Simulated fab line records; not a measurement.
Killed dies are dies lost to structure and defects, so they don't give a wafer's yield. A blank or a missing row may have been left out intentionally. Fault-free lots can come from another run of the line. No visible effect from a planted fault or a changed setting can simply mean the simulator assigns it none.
Which tool is to blame? :: flow n5 finfet :: 11 lots, 33 wafers sampled, at 3 steps of a route of 1938

== WHAT THE GAUGES READ, wafer by wafer ==
The record lacks any reading of a measuring or inspecting step that a usual standard deviation could be used to judge.

== EACH LOT AND THE TOOL THAT RAN IT (in order: tool; ch and the chambers of the sampled wafers; start) ==
lot: L608
N5_BEOL_M11_PRE_CLEAN_45: pvd sputter-01, day 10 02:41
N5_PASSIVATION_ETCH_15: rie diel-05 ch 0,2,3, no start
N5_PASSIVATION_PROBE_49: -

lot: L610
N5_BEOL_M11_PRE_CLEAN_45: pvd sputter-02, day 10 13:54
N5_PASSIVATION_ETCH_15: rie diel-03 ch 0,2,3, no start
N5_PASSIVATION_PROBE_49: -

lot: L609
N5_BEOL_M11_PRE_CLEAN_45: pvd sputter-02, day 11 08:37
N5_PASSIVATION_ETCH_15: rie diel-03 ch 0,3, no start
N5_PASSIVATION_PROBE_49: -

lot: L611
N5_BEOL_M11_PRE_CLEAN_45: pvd sputter-02, day 11 17:04
N5_PASSIVATION_ETCH_15: rie diel-05 ch 1,2,3, no start
N5_PASSIVATION_PROBE_49: -

lot: L612
N5_BEOL_M11_PRE_CLEAN_45: pvd sputter-03, day 12 01:07
N5_PASSIVATION_ETCH_15: rie diel-03 ch 1,2,3, no start
N5_PASSIVATION_PROBE_49: -

lot: L613
N5_BEOL_M11_PRE_CLEAN_45: pvd sputter-03, day 12 10:05
N5_PASSIVATION_ETCH_15: rie diel-06 ch 0,1, no start
N5_PASSIVATION_PROBE_49: -

lot: L618
N5_BEOL_M11_PRE_CLEAN_45: pvd sputter-03, day 13 18:55
N5_PASSIVATION_ETCH_15: rie diel-05 ch 2,3, day 15 08:03 or earlier
N5_PASSIVATION_PROBE_49: prober-02, day 15 08:03

lot: L624
N5_BEOL_M11_PRE_CLEAN_45: pvd sputter-02, day 15 00:53
N5_PASSIVATION_ETCH_15: rie diel-03 ch 0,1,3, no start
N5_PASSIVATION_PROBE_49: -

lot: L625
N5_BEOL_M11_PRE_CLEAN_45: pvd sputter-02, day 15 15:01
N5_PASSIVATION_ETCH_15: rie diel-06 ch 1,2, no start
N5_PASSIVATION_PROBE_49: -

lot: L631
N5_BEOL_M11_PRE_CLEAN_45: pvd sputter-02, day 17 01:21
N5_PASSIVATION_ETCH_15: rie diel-06 ch 0,1,3, no start
N5_PASSIVATION_PROBE_49: -

lot: L630
N5_BEOL_M11_PRE_CLEAN_45: pvd sputter-02, day 17 12:16
N5_PASSIVATION_ETCH_15: rie diel-06 ch 1,2, no start
N5_PASSIVATION_PROBE_49: -
- N5_BEOL_M11_PRE_CLEAN_45: time 30 s.
- N5_PASSIVATION_ETCH_15: etches SiCN in CF4/N2, target depth 75 nm, time 81.2 s.
- N5_PASSIVATION_PROBE_49

== WHAT THE TOOLS THEMSELVES READ (means of the sampled wafers that have a number; where no wafer has one, the mark that the record gives instead) ==
N5_BEOL_M11_PRE_CLEAN_45. Usual: heater power w 325 W, standard deviation 37; susceptor temp C 250.00 C, standard deviation 0.17.
lot: L608
tool: pvd sputter-01
heater power w (W): 303
susceptor temp C (C): 249.93
flag: 

lot: L610
tool: pvd sputter-02
heater power w (W): 341
susceptor temp C (C): 249.89
flag: 

lot: L609
tool: pvd sputter-02
heater power w (W): 305
susceptor temp C (C): 250.20
flag: 

lot: L611
tool: pvd sputter-02
heater power w (W): 304
susceptor temp C (C): 250.11
flag: 

lot: L612
tool: pvd sputter-03
heater power w (W): 334
susceptor temp C (C): 249.90
flag: 

lot: L613
tool: pvd sputter-03
heater power w (W): 341
susceptor temp C (C): 249.99
flag: 

lot: L618
tool: pvd sputter-03
heater power w (W): 333
susceptor temp C (C): 249.97
flag: 

lot: L624
tool: pvd sputter-02
heater power w (W): 307
susceptor temp C (C): 249.99
flag: 

lot: L625
tool: pvd sputter-02
heater power w (W): 282
susceptor temp C (C): 249.88
flag: 

lot: L631
tool: pvd sputter-02
heater power w (W): 339
susceptor temp C (C): 250.03
flag: 

lot: L630
tool: pvd sputter-02
heater power w (W): 317
susceptor temp C (C): 249.91
flag: 

N5_PASSIVATION_ETCH_15. Usual: cf4 flow sccm 60.00 sccm, standard deviation 0.19; drypump motor current A 5.5 A, standard deviation 0.4; oes product au 0.79 a.u., standard deviation 0.077; rf vpp V 382.0 V, standard deviation 1.5; showerhead plenum p Torr 2.20 Torr, standard deviation 0.05; throttle valve pct 15.43 %, standard deviation 0.22.
lot: L608
tool: rie diel-05
cf4 flow sccm (sccm): 59.94
drypump motor current A (A): 5.4
oes product au (a.u.): 0.74
rf vpp V (V): 381.6
showerhead plenum p Torr (Torr): 2.20
throttle valve pct (%): 15.60
flag: 

lot: L610
tool: rie diel-03
cf4 flow sccm (sccm): 59.88
drypump motor current A (A): 5.8
oes product au (a.u.): 0.77
rf vpp V (V): 381.8
showerhead plenum p Torr (Torr): 2.21
throttle valve pct (%): 15.40
flag: 

lot: L609
tool: rie diel-03
cf4 flow sccm (sccm): 59.95
drypump motor current A (A): 5.9
oes product au (a.u.): 0.83
rf vpp V (V): 381.8
showerhead plenum p Torr (Torr): 2.17
throttle valve pct (%): 15.33
flag: 

lot: L611
tool: rie diel-05
cf4 flow sccm (sccm): 59.95
drypump motor current A (A): 5.4
oes product au (a.u.): 0.78
rf vpp V (V): 381.9
showerhead plenum p Torr (Torr): 2.19
throttle valve pct (%): 15.43
flag: 

lot: L612
tool: rie diel-03
cf4 flow sccm (sccm): 59.85
drypump motor current A (A): 5.4
oes product au (a.u.): 0.73
rf vpp V (V): 383.2
showerhead plenum p Torr (Torr): 2.23
throttle valve pct (%): 15.47
flag: 

lot: L613
tool: rie diel-06
cf4 flow sccm (sccm): 59.66
drypump motor current A (A): 5.6
oes product au (a.u.): 0.81
rf vpp V (V): 384.8
showerhead plenum p Torr (Torr): 2.29
throttle valve pct (%): 15.42
flag: 

lot: L618
tool: rie diel-05
cf4 flow sccm (sccm): 59.93
drypump motor current A (A): 5.5
oes product au (a.u.): 0.73
rf vpp V (V): 382.5
showerhead plenum p Torr (Torr): 2.20
throttle valve pct (%): 15.48
flag: 

lot: L624
tool: rie diel-03
cf4 flow sccm (sccm): 59.86
drypump motor current A (A): 5.6
oes product au (a.u.): 0.78
rf vpp V (V): 382.1
showerhead plenum p Torr (Torr): 2.18
throttle valve pct (%): 15.44
flag: 

lot: L625
tool: rie diel-06
cf4 flow sccm (sccm): 59.82
drypump motor current A (A): 5.8
oes product au (a.u.): 0.76
rf vpp V (V): 382.5
showerhead plenum p Torr (Torr): 2.24
throttle valve pct (%): 15.53
flag: 

lot: L631
tool: rie diel-06
cf4 flow sccm (sccm): 59.90
drypump motor current A (A): 5.4
oes product au (a.u.): 0.86
rf vpp V (V): 382.5
showerhead plenum p Torr (Torr): 2.21
throttle valve pct (%): 15.37
flag: 

lot: L630
tool: rie diel-06
cf4 flow sccm (sccm): 60.18
drypump motor current A (A): 5.8
oes product au (a.u.): 0.74
rf vpp V (V): 383.4
showerhead plenum p Torr (Torr): 2.24
throttle valve pct (%): 15.55
flag: 

N5_PASSIVATION_PROBE_49. Usual: defect limited yield 91.2 %, standard deviation 1.4; killed_at_M0_to_M3 34, standard deviation 10; killed_at_M4_up 13, standard deviation 5.1; killed at contacts 12, standard deviation 6.5; killed at front end 41, standard deviation 11; killed at other 4, standard deviation 3.3; killed dies 104, standard deviation 16; killed on rim 14, standard deviation 3.9; killed open 69, standard deviation 13; killed short 33, standard deviation 7; sort_bin_5_function 5.1 %, standard deviation 0.91; sort_bin_6_memory 3.3 %, standard deviation 0.69; sort n pass 1076, standard deviation 16; sort yield pct 91.2 %, standard deviation 1.4.
lot: L618
tool: prober-02
defect limited yield (%): 90.1
killed_at_M0_to_M3: 32
killed_at_M4_up: 38
killed at contacts: 12
killed at front end: 31
killed at other: 3
killed dies: 116
killed on rim: 21
killed open: 64
killed short: 28
sort_bin_5_function (%): 6.3
sort_bin_6_memory (%): 3.1
sort n pass: 1064
sort yield pct (%): 90.1
flag: OFF

== THE ANSWER, worked out from the rows above alone ==
Rule: take the mean of a lot's wafers that have a number; if it is more than 3 standard deviations from the usual mean, the lot is off. A lot without any number at a reading at which 4 lots or more have one is off too. Where the step has rows for the other lots, those lots are counted as sound. First the gauges in route order, then the tools' own readings, where a lot's mean is used as printed above. At the first step where some lot is off, the reading lying furthest off is the one used; lots without a number count as furthest.
Off, at N5_PASSIVATION_PROBE_49 on killed_at_M4_up: L618. Neither off nor sound, because the step has no rows for them: L608, L610, L609, L611, L612, L613, L624, L625, L631, L630.
A tool fits if, at that step or a process step before it, it ran every lot that is off, and no sound lot after the first of them. N5_PASSIVATION_ETCH_15: start missing for some lots; hours and lot order therefore follow N5_PASSIVATION_PROBE_49. Can't be told from this: 3 tools fit, pvd sputter-03 at N5_BEOL_M11_PRE_CLEAN_45, rie diel-05 at N5_PASSIVATION_ETCH_15, prober-02 at N5_PASSIVATION_PROBE_49.

== WHAT THE SIMULATOR PUT IN ==
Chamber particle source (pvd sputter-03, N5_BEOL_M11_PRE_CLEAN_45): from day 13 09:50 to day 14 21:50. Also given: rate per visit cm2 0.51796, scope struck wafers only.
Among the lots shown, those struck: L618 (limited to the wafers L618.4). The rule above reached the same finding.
